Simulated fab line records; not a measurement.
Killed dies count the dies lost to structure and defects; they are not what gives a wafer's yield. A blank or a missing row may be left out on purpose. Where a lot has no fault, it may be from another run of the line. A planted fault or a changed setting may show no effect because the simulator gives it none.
fab line records -- flow n5_finfet -- part 1 of 2: steps 1 to 4 of 6
record: lots: 24, wafers: 72, last_day: 18
route steps=1938 shown HKMG_FIN@456 GATE_CUT@475
lots that met no fault: taken from a fault-free run of the same line
start_h: hours from the record's first day to the start of the lot's first wafer shown -- wait_h: hours from the lot's prior step to this one -- " unchanged from the row above -- L1.1+2: several wafers, shown together as one row -- - no value, or no start was given -- * or withheld: withheld -- < > ~ a bound
route shown NAME@n: names a module that has steps shown in the file, with the first one's number in the route -- usual: the fault-free wafers' mean and standard deviation -- same: alike in all rows -- chamber/n: place in a boat -- sites: the reading at each site -- _std_site: the standard deviation of these -- _edge_site: outer sites' mean less inner sites' -- radius_mm: how far each site lies from the wafer's centre -- mask NAME#n: copy n -- behind: tool/chamber where the wafer was last shaped -- hold: reason for holding the lot/hours on hold/outcome of the hold -- device: names the non-switching transistor (n, p or np) -- end of line: the route-end tests of the same wafers -- step lacking rows: just its recipe -- killed: the dies lost at the first sort to structure and to defects; this is not the yield of the wafer -- map: per-die view of a wafer (x killed, . not killed, _ where there is no die)
set.NAME: the setting the step ran with; set.NAME@STEP: the setting that earlier step ran with -- model.NAME: the simulator's own value behind a step, which no gauge read
route steps across a sampled set of lots; one table per step, one row per wafer
services: a tool's chamber out of use, with start hour (start_h, from the record's first day; less than 0 if before it), hours out, and reason
== steps ==
step: N5_HKMG_FIN_ALD_21
recipe: material: TiN, target_thk_a: 15, temp_c: 400, ald_precursor_family: TiCl4, ald_co_reactant: NH3, pulse_time_s: 1, purge_time_s: 3, co_reactant_purge_time_s: 2, co_reactant_pulse_time_s: 2, ald_cycles: 68, pressure_torr: 3
usual: heater_power_w: 859/70, precursor_pulse_height_rel: 0.999/0.02
lot.wafer,tool,chamber,start_h,wait_h,heater_power_w,precursor_pulse_height_rel
L074.3,ald_metal-04,1,82.39,0.1,819,1.000
L074.5,ald_metal-04,3,82.39,0.1,813,0.993
L074.6,ald_metal-04,2,82.39,0.1,843,1.015
L075.2,ald_metal-02,3,83.99,0.3,883,1.022
L075.5,ald_metal-02,0,83.99,0.3,849,0.983
L075.6,ald_metal-02,1,83.99,0.3,786,1.006
L076.1,ald_metal-01,3,95.16,0.3,931,0.984
L076.4,ald_metal-01,2,95.16,0.3,1023,1.003
L076.6,ald_metal-01,3,95.16,0.3,939,1.025
L077.2,ald_metal-04,1,102.74,0.3,803,0.970
L077.3,ald_metal-04,0,102.74,0.3,803,0.994
L077.4,ald_metal-04,2,102.74,0.3,821,0.979
L078.3,ald_metal-04,0,106.17,0.1,822,0.984
L078.4,ald_metal-04,2,106.17,0.1,838,0.987
L078.6,ald_metal-04,2,106.17,0.1,820,1.000
L079.1,ald_metal-01,2,110.02,0.3,1025,0.958
L079.4,ald_metal-01,1,110.02,0.3,860,0.978
L079.6,ald_metal-01,3,110.02,0.3,935,1.011
L080.1,ald_metal-02,1,113.87,0.3,776,1.026
L080.2,ald_metal-02,0,113.87,0.3,855,1.011
L080.3,ald_metal-02,2,113.87,0.3,948,0.952
L081.2,ald_metal-04,2,123.81,0.3,827,1.011
L081.4,ald_metal-04,3,123.81,0.3,815,0.975
L081.6,ald_metal-04,0,123.81,0.3,830,0.983
L082.2,ald_metal-04,3,129.71,0.3,814,0.980
L082.3,ald_metal-04,1,129.71,0.3,794,1.001
L082.6,ald_metal-04,2,129.71,0.3,842,0.994
L083.1,ald_metal-04,1,136.62,0.3,800,0.977
L083.3,ald_metal-04,2,136.62,0.3,849,1.024
L083.6,ald_metal-04,0,136.62,0.3,794,0.987
L084.1,ald_metal-02,0,139.17,0.3,838,0.985
L084.2,ald_metal-02,1,139.17,0.3,770,1.017
L084.5,ald_metal-02,1,139.17,0.3,775,1.011
L085.4,ald_metal-04,0,153.26,0.1,823,1.023
L085.5,ald_metal-04,2,153.26,0.1,832,0.993
L085.6,ald_metal-04,3,153.26,0.1,810,1.004
L086.2,ald_metal-04,1,157.38,0.3,775,1.031
L086.4,ald_metal-04,0,157.38,0.3,795,1.006
L086.6,ald_metal-04,3,157.38,0.3,818,1.032
L087.1,ald_metal-01,3,161.55,0.3,929,1.026
L087.2,ald_metal-01,0,161.55,0.3,950,0.995
L087.3,ald_metal-01,2,161.55,0.3,1033,1.016
L088.1,ald_metal-01,1,165.14,0.3,879,1.004
L088.2,ald_metal-01,2,165.14,0.3,1005,0.998
L088.3,ald_metal-01,3,165.14,0.3,918,1.016
L089.1,ald_metal-02,2,168.10,0.3,959,1.018
L089.3,ald_metal-02,3,168.10,0.3,901,1.019
L089.4,ald_metal-02,0,168.10,0.3,824,0.982
L090.2,ald_metal-04,3,174.07,0.3,802,0.990
L090.3,ald_metal-04,0,174.07,0.3,813,1.011
L090.5,ald_metal-04,3,174.07,0.3,822,1.049
L091.3,ald_metal-01,0,179.07,0.1,975,1.014
L091.4,ald_metal-01,3,179.07,0.1,933,0.981
L091.6,ald_metal-01,0,179.07,0.1,964,0.983
L092.2,ald_metal-04,2,192.15,0.3,850,1.010
L092.4,ald_metal-04,3,192.15,0.3,810,0.987
L092.6,ald_metal-04,0,192.15,0.3,804,1.001
L093.1,ald_metal-04,2,194.89,0.3,818,1.017
L093.4,ald_metal-04,0,194.89,0.3,815,1.020
L093.6,ald_metal-04,3,194.89,0.3,801,0.989
L094.1,ald_metal-01,0,200.16,0.3,986,1.024
L094.2,ald_metal-01,3,200.16,0.3,918,0.980
L094.3,ald_metal-01,2,200.16,0.3,1010,1.008
L095.3,ald_metal-02,3,211.10,0.1,875,1.011
L095.5,ald_metal-02,0,211.10,0.1,842,1.010
L095.6,ald_metal-02,1,211.10,0.1,765,1.016
L096.2,ald_metal-04,3,216.35,0.3,800,0.992
L096.3,ald_metal-04,2,216.35,0.3,864,1.015
L096.5,ald_metal-04,2,216.35,0.3,847,1.000
L097.2,ald_metal-02,0,217.03,0.3,833,0.988
L097.4,ald_metal-02,3,217.03,0.3,888,0.958
L097.5,ald_metal-02,1,217.03,0.3,777,0.989
step: N5_GATE_CUT_CMP_02
recipe: stop_on: SiO2, t_overpolish_s: 12.7, post_cmp_clean: alkaline_brush, down_force_psi: 2.5, platen_rpm: 51.8, pad_velocity_m_s: 1.0307, target_thk_nm: 0
usual: motor_current_A: 9.1/1.1, overpolish_run_s: 12.700/0.0094, time_to_endpoint_s: 26/3.3
lot.wafer,tool,chamber,start_h,wait_h,motor_current_A,overpolish_run_s,time_to_endpoint_s
L074.3,cmp-01,2,86.84,0.3,8.5,12.713,25
L074.5,cmp-01,0,86.84,0.3,10.3,12.704,31
L074.6,cmp-01,1,86.84,0.3,8.2,12.704,23
L075.2,cmp-03,2,92.01,0.2,10.8,12.694,21
L075.6,cmp-03,0,92.01,0.2,8.8,12.704,25
L075.5,cmp-03,1,92.01,0.2,10.2,12.707,25
L076.4,cmp-02,3,99.90,0.1,9.8,12.684,26
L076.1,cmp-02,0,99.90,0.1,8.4,12.699,25
L076.6,cmp-02,2,99.90,0.1,7.1,12.692,25
L077.2,cmp-01,1,106.99,0.1,8.2,12.701,23
L077.3,cmp-01,3,106.99,0.1,9.3,12.695,30
L077.4,cmp-01,0,106.99,0.1,10.4,12.693,31
L078.3,cmp-01,3,110.41,0.1,10.1,12.710,28
L078.4,cmp-01,0,110.41,0.1,10.6,12.697,34
L078.6,cmp-01,2,110.41,0.1,8.2,12.675,23
L079.1,cmp-01,2,114.22,0.1,8.1,12.710,27
L079.4,cmp-01,3,114.22,0.1,9.6,12.698,30
L079.6,cmp-01,1,114.22,0.1,8.1,12.701,26
L080.3,cmp-02,1,118.02,0.1,10.5,12.707,28
L080.1,cmp-02,2,118.02,0.1,6.9,12.715,25
L080.2,cmp-02,0,118.02,0.1,8.1,12.702,28
L081.4,cmp-02,1,128.39,0.1,10.5,12.686,29
L081.2,cmp-02,2,128.39,0.1,7.0,12.706,24
L081.6,cmp-02,0,128.39,0.1,8.7,12.704,28
L082.2,cmp-01,0,133.90,0.1,9.4,12.702,28
L082.3,cmp-01,2,133.90,0.1,8.3,12.708,21
L082.6,cmp-01,0,133.90,0.1,10.1,12.703,28
L083.3,cmp-02,2,140.78,0.1,6.8,12.702,27
L083.1,cmp-02,0,140.78,0.1,8.2,12.698,29
L083.6,cmp-02,3,140.78,0.1,9.2,12.698,27
L084.1,cmp-02,1,143.80,0.1,10.5,12.677,29
L084.2,cmp-02,3,143.80,0.1,9.3,12.703,26
L084.5,cmp-02,2,143.80,0.1,6.8,12.696,29
L085.4,cmp-02,0,157.73,0.1,8.6,12.701,30
L085.6,cmp-02,3,157.73,0.1,9.3,12.697,25
L085.5,cmp-02,0,157.73,0.1,8.0,12.700,31
L086.2,cmp-02,0,161.61,0.1,8.3,12.703,24
L086.4,cmp-02,1,161.61,0.1,10.3,12.716,23
L086.6,cmp-02,0,161.61,0.1,8.3,12.689,25
L087.3,cmp-03,0,165.98,0.1,8.9,12.675,25
L087.2,cmp-03,1,165.98,0.1,9.7,12.683,23
L087.1,cmp-03,3,165.98,0.1,8.7,12.703,22
L088.3,cmp-01,1,169.63,0.1,8.5,12.709,18
L088.2,cmp-01,2,169.63,0.1,8.5,12.697,23
L088.1,cmp-01,3,169.63,0.1,9.5,12.701,25
L089.1,cmp-01,3,172.63,0.1,10.0,12.702,22
L089.3,cmp-01,1,172.63,0.1,8.4,12.693,19
L089.4,cmp-01,2,172.63,0.1,8.2,12.696,20
L090.2,cmp-03,1,178.24,0.1,9.7,12.696,26
L090.3,cmp-03,0,178.24,0.1,9.2,12.683,24
L090.5,cmp-03,1,178.24,0.1,10.0,12.695,27
L091.3,cmp-03,3,184.52,0.1,9.0,12.714,24
L091.4,cmp-03,1,184.52,0.1,10.4,12.705,29
L091.6,cmp-03,3,184.52,0.1,8.9,12.696,24
L092.4,cmp-01,1,196.45,0.1,8.2,12.712,22
L092.2,cmp-01,2,196.45,0.1,8.1,12.690,22
L092.6,cmp-01,3,196.45,0.1,9.7,12.709,27
L093.1,cmp-01,1,199.32,0.1,8.0,12.695,19
L093.4,cmp-01,2,199.32,0.1,8.3,12.683,23
L093.6,cmp-01,0,199.32,0.1,10.2,12.695,30
L094.3,cmp-01,1,205.57,0.1,8.3,12.715,20
L094.1,cmp-01,2,205.57,0.1,8.3,12.715,22
L094.2,cmp-01,3,205.57,0.1,9.8,12.706,30
L095.3,cmp-01,3,215.92,0.1,9.7,12.707,27
L095.5,cmp-01,1,215.92,0.1,7.7,12.705,24
L095.6,cmp-01,2,215.92,0.1,8.6,12.702,23
L096.2,cmp-01,0,220.67,0.1,10.2,12.695,31
L096.3,cmp-01,1,220.67,0.1,7.9,12.698,21
L096.5,cmp-01,2,220.67,0.1,8.5,12.707,24
L097.4,cmp-03,0,221.57,0.0,9.5,12.717,23
L097.2,cmp-03,3,221.57,0.0,8.5,12.705,23
L097.5,cmp-03,0,221.57,0.0,9.3,12.713,23
step: N5_GATE_CUT_HM_DEP_46
recipe: material: SiO2, target_thk_a: 1300, temp_c: 400, precursor: TEOS/O2, pressure_torr: 6.5, rf_w: 900, teos_flow_sccm: 161.4, gas: O2, flow_sccm: 2650, time_s: 26.6
usual: heater_power_w: 596/110, showerhead_plenum_p_Torr: 8.363/0.028, throttle_valve_pct: 18.1/0.67
lot.wafer,tool,chamber,start_h,wait_h,heater_power_w,showerhead_plenum_p_Torr,throttle_valve_pct
L074.3,pecvd-02,2,87.10,0.0,543,8.363,16.7
L074.5,pecvd-02,2,87.10,0.0,573,8.354,16.7
L074.6,pecvd-02,1,87.10,0.0,393,8.389,17.6
L075.2,pecvd-03,0,92.27,0.0,537,8.417,18.7
L075.5,pecvd-03,1,92.27,0.0,463,8.327,18.2
L075.6,pecvd-03,0,92.27,0.0,570,8.372,18.3
L076.1,pecvd-03,0,100.19,0.0,593,8.398,18.5
L076.4,pecvd-03,1,100.19,0.0,530,8.330,18.4
L076.6,pecvd-03,0,100.19,0.0,608,8.395,18.4
L077.2,pecvd-01,0,107.32,0.0,823,8.328,18.0
L077.3,pecvd-01,2,107.32,0.0,426,8.365,17.3
L077.4,pecvd-01,0,107.32,0.0,826,8.306,17.8
L078.3,pecvd-03,0,110.67,0.0,543,8.401,18.6
L078.4,pecvd-03,2,110.67,0.0,595,8.378,17.7
L078.6,pecvd-03,1,110.67,0.0,561,8.324,18.4
L079.1,pecvd-01,1,114.52,0.0,657,8.365,19.5
L079.4,pecvd-01,2,114.52,0.0,454,8.365,17.4
L079.6,pecvd-01,1,114.52,0.0,689,8.350,19.4
L080.1,pecvd-01,1,118.36,0.0,632,8.376,19.5
L080.2,pecvd-01,2,118.36,0.0,454,8.353,17.7
L080.3,pecvd-01,0,118.36,0.0,710,8.324,17.8
L081.2,pecvd-03,0,128.65,0.0,601,8.412,18.8
L081.4,pecvd-03,2,128.65,0.0,704,8.367,17.6
L081.6,pecvd-03,0,128.65,0.0,596,8.415,18.8
L082.2,pecvd-02,0,134.20,0.0,589,8.340,18.0
L082.3,pecvd-02,1,134.20,0.0,349,8.388,17.6
L082.6,pecvd-02,1,134.20,0.0,337,8.385,18.0
L083.1,pecvd-02,0,141.11,0.0,587,8.338,18.1
L083.3,pecvd-02,2,141.11,0.0,716,8.350,16.9
L083.6,pecvd-02,2,141.11,0.0,687,8.359,16.8
L084.1,pecvd-01,1,144.13,0.0,639,8.383,19.3
L084.2,pecvd-01,0,144.13,0.0,796,8.333,17.9
L084.5,pecvd-01,2,144.13,0.0,475,8.348,17.6
L085.4,pecvd-03,2,158.04,0.1,718,8.374,17.5
L085.5,pecvd-03,0,158.04,0.1,606,8.372,18.6
L085.6,pecvd-03,1,158.04,0.1,563,8.326,17.9
L086.2,pecvd-01,0,161.90,0.0,769,8.327,17.8
L086.4,pecvd-01,2,161.90,0.0,561,8.332,17.6
L086.6,pecvd-01,0,161.90,0.0,779,8.341,17.6
L087.1,pecvd-03,2,166.31,0.0,552,8.394,17.9
L087.2,pecvd-03,1,166.31,0.0,556,8.318,18.3
L087.3,pecvd-03,0,166.31,0.0,490,8.390,18.8
L088.1,pecvd-02,2,169.92,0.0,611,8.339,17.2
L088.2,pecvd-02,0,169.92,0.0,733,8.343,18.0
L088.3,pecvd-02,1,169.92,0.0,399,8.375,17.8
L089.1,pecvd-03,0,172.96,0.0,572,8.380,19.1
L089.3,pecvd-03,2,172.96,0.0,685,8.372,18.0
L089.4,pecvd-03,2,172.96,0.0,684,8.388,17.7
L090.2,pecvd-03,1,178.57,0.0,538,8.336,18.2
L090.3,pecvd-03,0,178.57,0.0,583,8.403,18.4
L090.5,pecvd-03,2,178.57,0.0,686,8.382,17.6
L091.3,pecvd-03,0,184.81,0.0,531,8.390,18.5
L091.4,pecvd-03,2,184.81,0.0,681,8.386,17.7
L091.6,pecvd-03,1,184.81,0.0,523,8.343,18.2
L092.2,pecvd-02,0,196.72,0.0,727,8.352,18.2
L092.4,pecvd-02,1,196.72,0.0,337,8.394,17.5
L092.6,pecvd-02,2,196.72,0.0,701,8.347,16.7
L093.1,pecvd-03,0,199.58,0.0,509,8.378,18.6
L093.4,pecvd-03,1,199.58,0.0,578,8.336,18.4
L093.6,pecvd-03,0,199.58,0.0,515,8.383,18.7
L094.1,pecvd-01,0,205.87,0.0,872,8.363,18.1
L094.2,pecvd-01,2,205.87,0.0,534,8.357,17.5
L094.3,pecvd-01,1,205.87,0.0,671,8.391,19.5
L095.3,pecvd-03,0,216.20,0.1,550,8.402,18.6
L095.5,pecvd-03,0,216.20,0.1,573,8.389,18.8
L095.6,pecvd-03,1,216.20,0.1,574,8.316,18.1
L096.2,pecvd-01,0,220.92,0.0,711,8.328,18.0
L096.3,pecvd-01,2,220.92,0.0,568,8.358,17.9
L096.5,pecvd-01,2,220.92,0.0,425,8.374,17.7
L097.2,pecvd-03,0,221.90,0.0,481,8.407,19.1
L097.4,pecvd-03,0,221.90,0.0,470,8.387,18.9
L097.5,pecvd-03,0,221.90,0.0,496,8.406,18.9
step: N5_GATE_CUT_DESCUM_18
recipe: chemistry: O2, time_s: 7, source_power_w: 50, bias_power_w: 20, pressure_mtorr: 20, rf_frequency_hz: 2.712e+07, temp_c: 40, resist: CAR-EUV, o2_flow_sccm: 225
usual: drypump_motor_current_A: 6.0/0.46, o2_flow_sccm: 224.9/0.7, oes_product_au: 0.75/0.055, rf_vpp_V: 243.1/1.6, showerhead_plenum_p_Torr: 2.08/0.086, temp_c: 40.00/0.1, throttle_valve_pct: 20.5/0.37
lot.wafer,tool,chamber,start_h,wait_h,drypump_motor_current_A,o2_flow_sccm,oes_product_au,rf_hours_counter_h,rf_vpp_V,showerhead_plenum_p_Torr,temp_c,throttle_valve_pct
L074.3,rie_diel-01,0,87.68,0.0,5.5,225.3,0.72,196,245.0,2.08,39.88,20.7
L074.5,rie_diel-01,1,87.68,0.0,5.5,225.7,0.72,-,245.7,2.13,40.08,20.6
L074.6,rie_diel-01,2,87.68,0.0,5.4,224.7,0.75,-,244.8,2.21,40.11,20.7
L075.2,rie_diel-03,0,92.72,0.0,5.8,225.4,0.79,126,245.5,2.19,40.04,20.8
L075.5,rie_diel-03,1,92.72,0.0,6.8,225.1,0.70,-,241.6,2.01,40.28,20.8
L075.6,rie_diel-03,0,92.72,0.0,5.8,225.0,0.79,-,244.7,2.19,39.90,20.8
L076.1,rie_diel-03,0,100.73,0.1,5.7,224.5,0.78,129,245.2,2.19,39.96,20.8
L076.4,rie_diel-03,1,100.73,0.1,6.9,224.7,0.70,177,241.6,2.01,39.97,20.8
L076.6,rie_diel-03,1,100.73,0.1,6.9,225.3,0.69,-,241.1,2.01,40.02,20.8
L077.2,rie_diel-01,0,107.78,0.0,5.5,225.9,0.71,199,242.6,2.08,40.09,20.7
L077.3,rie_diel-01,1,107.78,0.0,5.5,225.2,0.71,230,243.8,2.12,39.86,20.6
L077.4,rie_diel-01,2,107.78,0.0,5.4,225.1,0.74,163,245.3,2.21,40.08,20.7
L078.3,rie_diel-03,2,111.13,0.0,6.2,224.4,0.71,179,245.0,2.13,40.06,20.3
L078.4,rie_diel-03,0,111.13,0.0,5.8,223.7,0.78,132,245.0,2.19,40.22,20.8
L078.6,rie_diel-03,1,111.13,0.0,6.8,224.9,0.70,-,242.3,2.01,40.12,20.8
L079.1,rie_diel-03,2,114.97,0.0,6.2,224.2,0.70,180,244.0,2.13,40.07,20.3
L079.4,rie_diel-03,3,114.97,0.0,5.8,224.4,0.81,89,243.5,2.00,40.09,19.9
L079.6,rie_diel-03,1,114.97,0.0,6.7,225.0,0.69,-,240.3,2.01,39.89,20.8
L080.1,rie_diel-03,3,118.97,0.1,5.8,225.3,0.81,91,242.6,2.00,39.93,19.9
L080.2,rie_diel-03,2,118.97,0.1,6.2,224.2,0.71,182,244.3,2.13,40.09,20.3
L080.3,rie_diel-03,0,118.97,0.1,5.8,225.3,0.79,135,245.0,2.19,40.02,20.8
L081.2,rie_diel-01,3,129.20,0.1,5.4,226.2,0.79,123,243.3,2.10,39.96,20.7
L081.4,rie_diel-01,3,129.20,0.1,5.4,225.5,0.80,-,243.9,2.10,40.22,20.7
L081.6,rie_diel-01,1,129.20,0.1,5.5,224.7,0.71,-,244.1,2.12,39.97,20.6
L082.2,rie_diel-03,3,134.66,0.0,5.8,224.6,0.81,94,242.2,2.00,39.96,19.9
L082.3,rie_diel-03,1,134.66,0.0,6.8,225.4,0.69,188,240.9,2.00,40.05,20.8
L082.6,rie_diel-03,0,134.66,0.0,5.7,224.7,0.78,-,243.7,2.19,40.10,20.9
L083.1,rie_diel-01,1,142.13,0.6,5.5,225.0,0.71,240,243.2,2.12,39.97,20.6
L083.3,rie_diel-01,0,142.13,0.6,5.5,225.0,0.71,209,242.0,2.08,39.91,20.7
L083.6,rie_diel-01,2,142.13,0.6,5.4,224.8,0.73,-,243.0,2.20,40.11,20.7
L084.1,rie_diel-03,3,144.59,0.0,5.8,224.9,0.81,98,243.1,2.00,40.07,19.9
L084.2,rie_diel-03,0,144.59,0.0,5.8,225.4,0.77,143,244.1,2.19,40.01,20.9
L084.5,rie_diel-03,0,144.59,0.0,5.7,225.1,0.77,-,244.4,2.19,40.03,20.9
L085.4,rie_diel-03,3,158.50,0.0,5.9,225.0,0.80,-,242.3,2.00,40.02,19.9
L085.5,rie_diel-03,0,158.50,0.0,5.8,223.0,0.77,-,243.8,2.19,40.06,20.9
L085.6,rie_diel-03,2,158.50,0.0,6.2,224.4,0.71,-,244.9,2.13,40.03,20.3
L086.2,rie_diel-03,0,162.41,0.1,5.8,224.0,0.76,148,244.6,2.19,40.02,20.9
L086.4,rie_diel-03,3,162.41,0.1,5.8,226.5,0.80,-,241.5,1.99,39.83,19.9
L086.6,rie_diel-03,0,162.41,0.1,5.7,223.4,0.76,-,245.4,2.19,40.01,20.9
L087.1,rie_diel-03,3,166.77,0.0,5.8,225.2,0.79,105,241.1,1.99,40.10,19.9
L087.2,rie_diel-03,0,166.77,0.0,5.7,223.6,0.76,150,243.2,2.18,40.11,20.9
L087.3,rie_diel-03,2,166.77,0.0,6.2,224.6,0.70,194,244.8,2.13,39.93,20.3
L088.1,rie_diel-06,1,170.38,0.0,6.5,226.2,0.89,32,245.6,2.20,39.85,20.1
L088.2,rie_diel-06,2,170.38,0.0,5.6,224.9,0.70,242,240.4,2.05,39.92,20.9
L088.3,rie_diel-06,0,170.38,0.0,6.6,226.0,0.75,181,241.8,2.00,39.99,20.1
L089.1,rie_diel-03,0,173.75,0.2,5.7,225.0,0.76,153,244.3,2.18,39.81,20.8
L089.3,rie_diel-03,2,173.75,0.2,6.2,225.0,0.71,197,243.1,2.13,39.98,20.3
L089.4,rie_diel-03,1,173.75,0.2,6.8,225.5,0.69,194,240.9,2.00,40.06,20.8
L090.2,rie_diel-03,1,179.03,0.0,6.8,225.3,0.68,196,238.7,2.00,39.97,20.9
L090.3,rie_diel-03,0,179.03,0.0,5.7,225.0,0.76,155,245.2,2.18,39.98,20.9
L090.5,rie_diel-03,1,179.03,0.0,6.8,225.1,0.68,-,241.7,2.00,39.91,20.8
L091.3,rie_diel-06,3,185.40,0.0,5.9,225.1,0.78,127,240.6,1.92,39.97,20.0
L091.4,rie_diel-06,0,185.40,0.0,6.6,224.1,0.74,185,240.7,2.00,40.16,20.2
L091.6,rie_diel-06,3,185.40,0.0,5.8,225.6,0.78,-,239.7,1.92,39.98,20.0
L092.2,rie_diel-06,1,197.18,0.0,6.5,225.6,0.87,39,244.9,2.19,39.88,20.2
L092.4,rie_diel-06,3,197.18,0.0,5.9,225.5,0.77,131,239.7,1.92,40.08,20.0
L092.6,rie_diel-06,0,197.18,0.0,6.5,224.6,0.74,-,243.4,2.00,40.08,20.2
L093.1,rie_diel-03,0,200.54,0.5,5.8,225.5,0.75,162,243.9,2.18,40.05,20.9
L093.4,rie_diel-03,1,200.54,0.5,6.8,225.3,0.69,204,240.5,2.00,40.02,20.9
L093.6,rie_diel-03,2,200.54,0.5,6.2,225.3,0.70,-,244.2,2.12,40.01,20.3
L094.1,rie_diel-03,0,206.70,0.4,5.7,224.6,0.76,164,243.5,2.18,39.91,20.9
L094.2,rie_diel-03,1,206.70,0.4,6.8,224.3,0.68,206,243.8,2.00,40.19,20.9
L094.3,rie_diel-03,2,206.70,0.4,6.2,225.2,0.69,210,244.7,2.12,40.14,20.3
L095.3,rie_diel-01,1,216.78,0.0,5.5,224.2,0.94,9,244.1,2.11,40.00,20.2
L095.5,rie_diel-01,0,216.78,0.0,5.5,226.0,0.68,-,243.2,2.07,40.06,20.7
L095.6,rie_diel-01,1,216.78,0.0,5.5,224.7,0.93,-,243.3,2.11,40.00,20.2
L096.2,rie_diel-06,0,221.38,0.0,6.5,225.5,0.74,197,241.9,1.99,39.90,20.2
L096.3,rie_diel-06,1,221.38,0.0,6.5,226.3,0.87,46,245.2,2.19,40.00,20.2
L096.5,rie_diel-06,1,221.38,0.0,6.5,225.3,0.87,-,243.4,2.19,39.97,20.2
L097.2,rie_diel-03,2,222.38,0.0,6.2,225.5,0.69,215,243.1,2.12,40.00,20.3
L097.4,rie_diel-03,0,222.38,0.0,5.7,226.6,0.75,169,244.6,2.18,40.05,20.9
L097.5,rie_diel-03,1,222.38,0.0,6.7,224.6,0.67,-,241.5,2.00,39.91,20.9
